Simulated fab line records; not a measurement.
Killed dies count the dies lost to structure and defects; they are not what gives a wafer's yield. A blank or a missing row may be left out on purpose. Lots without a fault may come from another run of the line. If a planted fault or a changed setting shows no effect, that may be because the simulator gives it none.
Lot-split experiment / flow n5 finfet / on a route of 1938 steps: 7 lots, 21 wafers read

## ABOUT THE SPLIT
At N5_BEOL_M13_ILD_DEP_00 (deposits SiOC from DEMS/O2, target thk 837.92 nm, time 166.4 s), the setting time s was moved away from the recipe's 166.4 s on 4 of the 21 wafers read, by -5.3% to +12.9%. All remaining wafers had this setting at the recipe value.

There is no step in the file separating the split from the reading.

## THE READING
Values of M13_ILD_THK in nm from N5_BEOL_M13_THK_MEAS_01. Typical for fault-free wafers on this fab line: 841 nm, with standard deviation 14 nm.

wafer=L075.1; tool, chamber at the split=pecvd-01, 1; time s as run, s=166.4; against the recipe=recipe; M13_ILD_THK, nm=823; against lot-mates on the recipe=-
wafer=L075.2; tool, chamber at the split=pecvd-01, 2; time s as run, s=166.4; against the recipe=recipe; M13_ILD_THK, nm=835; against lot-mates on the recipe=-
wafer=L075.6; tool, chamber at the split=pecvd-01, 2; time s as run, s=166.4; against the recipe=recipe; M13_ILD_THK, nm=846; against lot-mates on the recipe=-
wafer=L077.2; tool, chamber at the split=pecvd-04, 1; time s as run, s=166.4; against the recipe=recipe; M13_ILD_THK, nm=819; against lot-mates on the recipe=-
wafer=L077.5; tool, chamber at the split=pecvd-04, 0; time s as run, s=184.3; against the recipe=+10.8%; M13_ILD_THK, nm=926; against lot-mates on the recipe=+95
wafer=L077.6; tool, chamber at the split=pecvd-04, 2; time s as run, s=166.4; against the recipe=recipe; M13_ILD_THK, nm=843; against lot-mates on the recipe=-
wafer=L081.1; tool, chamber at the split=pecvd-01, 1; time s as run, s=166.4; against the recipe=recipe; M13_ILD_THK, nm=851; against lot-mates on the recipe=-
wafer=L081.3; tool, chamber at the split=pecvd-01, 2; time s as run, s=166.4; against the recipe=recipe; M13_ILD_THK, nm=858; against lot-mates on the recipe=-
wafer=L081.6; tool, chamber at the split=pecvd-01, 1; time s as run, s=166.4; against the recipe=recipe; M13_ILD_THK, nm=864; against lot-mates on the recipe=-
wafer=L083.3; tool, chamber at the split=pecvd-01, 0; time s as run, s=187.9; against the recipe=+12.9%; M13_ILD_THK, nm=943; against lot-mates on the recipe=+97
wafer=L083.4; tool, chamber at the split=pecvd-01, 1; time s as run, s=166.4; against the recipe=recipe; M13_ILD_THK, nm=846; against lot-mates on the recipe=-
wafer=L083.5; tool, chamber at the split=pecvd-01, 0; time s as run, s=187.9; against the recipe=+12.9%; M13_ILD_THK, nm=960; against lot-mates on the recipe=+114
wafer=L084.1; tool, chamber at the split=pecvd-04, 2; time s as run, s=157.6; against the recipe=-5.3%; M13_ILD_THK, nm=788; against lot-mates on the recipe=-50
wafer=L084.5; tool, chamber at the split=pecvd-04, 2; time s as run, s=166.4; against the recipe=recipe; M13_ILD_THK, nm=847; against lot-mates on the recipe=-
wafer=L084.6; tool, chamber at the split=pecvd-04, 1; time s as run, s=166.4; against the recipe=recipe; M13_ILD_THK, nm=830; against lot-mates on the recipe=-
wafer=L096.1; tool, chamber at the split=pecvd-04, 1; time s as run, s=166.4; against the recipe=recipe; M13_ILD_THK, nm=833; against lot-mates on the recipe=-
wafer=L096.4; tool, chamber at the split=pecvd-04, 0; time s as run, s=166.4; against the recipe=recipe; M13_ILD_THK, nm=826; against lot-mates on the recipe=-
wafer=L096.6; tool, chamber at the split=pecvd-04, 1; time s as run, s=166.4; against the recipe=recipe; M13_ILD_THK, nm=842; against lot-mates on the recipe=-
wafer=L095.1; tool, chamber at the split=pecvd-01, 0; time s as run, s=166.4; against the recipe=recipe; M13_ILD_THK, nm=825; against lot-mates on the recipe=-
wafer=L095.2; tool, chamber at the split=pecvd-01, 1; time s as run, s=166.4; against the recipe=recipe; M13_ILD_THK, nm=818; against lot-mates on the recipe=-
wafer=L095.3; tool, chamber at the split=pecvd-01, 2; time s as run, s=166.4; against the recipe=recipe; M13_ILD_THK, nm=837; against lot-mates on the recipe=-

FIT RESULTS
A straight line over all 21 wafers: M13_ILD_THK changes by +8.71 nm for each +1% of time s; r = +0.96; the points scatter about the line by 13 nm.
The same after taking each lot's own level away (the mean of its wafers on the recipe; 21 wafers): +8.43 nm for each +1%; r = +0.98; scatter 8.3 nm.
According to that fit, moving time s by its largest amount changes the reading by 1.1e+02 nm.
The span of the lots' own levels, 826.7 to 857.7 nm, comes to 2.2 times the standard deviation stated above.
Consequently the slope shifts little with the lot-to-lot level, the two slopes agreeing.
Check: +115 nm against its lot-mates is what the line predicts for one of the wafers moved furthest among these (+12.9%) when that wafer is left out of the fit. It came out at +97 nm against them.

## THE OTHER SPLITS THESE WAFERS WENT THROUGH
These wafers also went through other splits before the reading. Each is held against what the fit with the lots' levels taken away leaves over:
other split on the same wafers=N5_BEOL_M11_TRENCH_ETCH_37 time s; wafers away from the commonest value=6; r with M13_ILD_THK (lot level and that fit taken away)=+0.24
other split on the same wafers=N5_BEOL_M12_SPUTTER_43 time s; wafers away from the commonest value=5; r with M13_ILD_THK (lot level and that fit taken away)=-0.13

## THE WHOLE CHAIN: every reading that the file lists as answering this split, in the file's order
step=N5_BEOL_M13_ILD_DEP_00; what it does=deposits SiOC from DEMS/O2, target thk 837.92 nm, time 166.4 s; reading=SiOC_of_BEOL_M13_ILD_DEP_00.thk nm (the simulator's own value, which no gauge read); change (the file's fit)=+8.53 nm for each +1% of the setting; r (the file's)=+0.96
step=N5_BEOL_M13_THK_MEAS_01; what it does=; reading=M13_ILD_THK; change (the file's fit)=+8.52 for each +1% of the setting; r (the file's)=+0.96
step=N5_BEOL_M13_VIA_ETCH_16; what it does=etches SiOC in C4F8/O2/Ar, target depth 921.7 nm; reading=etch.depth nm (the simulator's own value, which no gauge read); change (the file's fit)=+8.53 nm for each +1% of the setting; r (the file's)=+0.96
step=N5_BEOL_M13_VIA_ETCH_16; what it does=etches SiOC in C4F8/O2/Ar, target depth 921.7 nm; reading=coat_of_BEOL_M13_COAT_04.thk nm (the simulator's own value, which no gauge read); change (the file's fit)=-2.48 nm for each +1% of the setting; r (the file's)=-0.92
step=N5_BEOL_M13_STRIP_63; what it does=strips in N2/H2; reading=strip time to endpoint s; change (the file's fit)=withheld for each +1% of the setting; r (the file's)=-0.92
step=N5_BEOL_M13_ETCH_38; what it does=etches SiCN in CF4/N2, target depth 67.5 nm, time 71.9 s; reading=SiOC_of_BEOL_M13_ILD_DEP_00.thk nm (the simulator's own value, which no gauge read); change (the file's fit)=+8.76 nm for each +1% of the setting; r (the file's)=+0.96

## THE FILE'S OWN FIT
M13_ILD_THK changes by +8.52 nm for each +1% of time s, r = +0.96.
